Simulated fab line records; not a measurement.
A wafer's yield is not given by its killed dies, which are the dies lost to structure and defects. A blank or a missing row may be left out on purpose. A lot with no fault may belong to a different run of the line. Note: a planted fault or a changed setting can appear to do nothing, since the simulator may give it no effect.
Matching of chambers || flow n5 finfet || N5_BEOL_M14_DESCUM_15 on rie diel-02 has 4 sister chambers
The step chemistry O2, time 7.9 s. 8 wafers are shown with their chamber, then 10 later ones without.

EACH WAFER AND ITS CHAMBER
{"wafer": "L075.2", "chamber": 0, "drypump motor current A (A)": 5.2, "showerhead plenum p Torr (Torr)": 2.04}
{"wafer": "L085.2", "chamber": 3, "drypump motor current A (A)": 5.1, "showerhead plenum p Torr (Torr)": 2.11}
{"wafer": "L085.5", "chamber": 2, "drypump motor current A (A)": 5.7, "showerhead plenum p Torr (Torr)": 2.04}
{"wafer": "L086.1", "chamber": 2, "drypump motor current A (A)": 5.7, "showerhead plenum p Torr (Torr)": 2.04}
{"wafer": "L086.2", "chamber": 1, "drypump motor current A (A)": 6.2, "showerhead plenum p Torr (Torr)": 2.07}
{"wafer": "L086.6", "chamber": 3, "drypump motor current A (A)": 5.1, "showerhead plenum p Torr (Torr)": 2.11}
{"wafer": "L089.1", "chamber": 1, "drypump motor current A (A)": 6.2, "showerhead plenum p Torr (Torr)": 2.06}
{"wafer": "L089.2", "chamber": 0, "drypump motor current A (A)": 5.3, "showerhead plenum p Torr (Torr)": 2.03}

WAFERS WITHOUT THEIR CHAMBER
{"wafer": "L089.6", "drypump motor current A (A)": 5.1, "showerhead plenum p Torr (Torr)": 2.11}
{"wafer": "L088.1", "drypump motor current A (A)": 5.7, "showerhead plenum p Torr (Torr)": 2.04}
{"wafer": "L088.4", "drypump motor current A (A)": 5.2, "showerhead plenum p Torr (Torr)": 2.03}
{"wafer": "L088.5", "drypump motor current A (A)": 5.7, "showerhead plenum p Torr (Torr)": 2.04}
{"wafer": "L087.1", "drypump motor current A (A)": 5.7, "showerhead plenum p Torr (Torr)": 2.04}
{"wafer": "L087.3", "drypump motor current A (A)": 5.1, "showerhead plenum p Torr (Torr)": 2.11}
{"wafer": "L087.4", "drypump motor current A (A)": 5.2, "showerhead plenum p Torr (Torr)": 2.03}
{"wafer": "L092.2", "drypump motor current A (A)": 5.2, "showerhead plenum p Torr (Torr)": 2.03}
{"wafer": "L092.4", "drypump motor current A (A)": 6.1, "showerhead plenum p Torr (Torr)": 2.06}
{"wafer": "L092.5", "drypump motor current A (A)": 5.1, "showerhead plenum p Torr (Torr)": 2.11}

EACH ONE'S CHAMBER
{"wafer": "L089.6", "from the rows above": 3, "in truth": 3}
{"wafer": "L088.1", "from the rows above": 2, "in truth": 2}
{"wafer": "L088.4", "from the rows above": 0, "in truth": 0}
{"wafer": "L088.5", "from the rows above": 2, "in truth": 2}
{"wafer": "L087.1", "from the rows above": 2, "in truth": 2}
{"wafer": "L087.3", "from the rows above": 3, "in truth": 3}
{"wafer": "L087.4", "from the rows above": 0, "in truth": 0}
{"wafer": "L092.2", "from the rows above": 0, "in truth": 0}
{"wafer": "L092.4", "from the rows above": 1, "in truth": 1}
{"wafer": "L092.5", "from the rows above": 3, "in truth": 3}
Placed correctly: 10 of 10. From these rows, 0 cannot be placed. Wrongly placed: 0.
How it was worked out, from the rows above alone: a wafer's distance from a chamber is the root of the sum, over the readings, of the square of ((its reading less the chamber's mean) divided by the reading's scatter). The wafer belongs to the nearest chamber; if the next one is less than 2 further off, it can't be placed. A chamber's mean is the mean of its shown wafers. The scatter: the root of (the sum of the squares of (reading less its chamber's mean) over the shown wafers, divided by (wafers less chambers)).
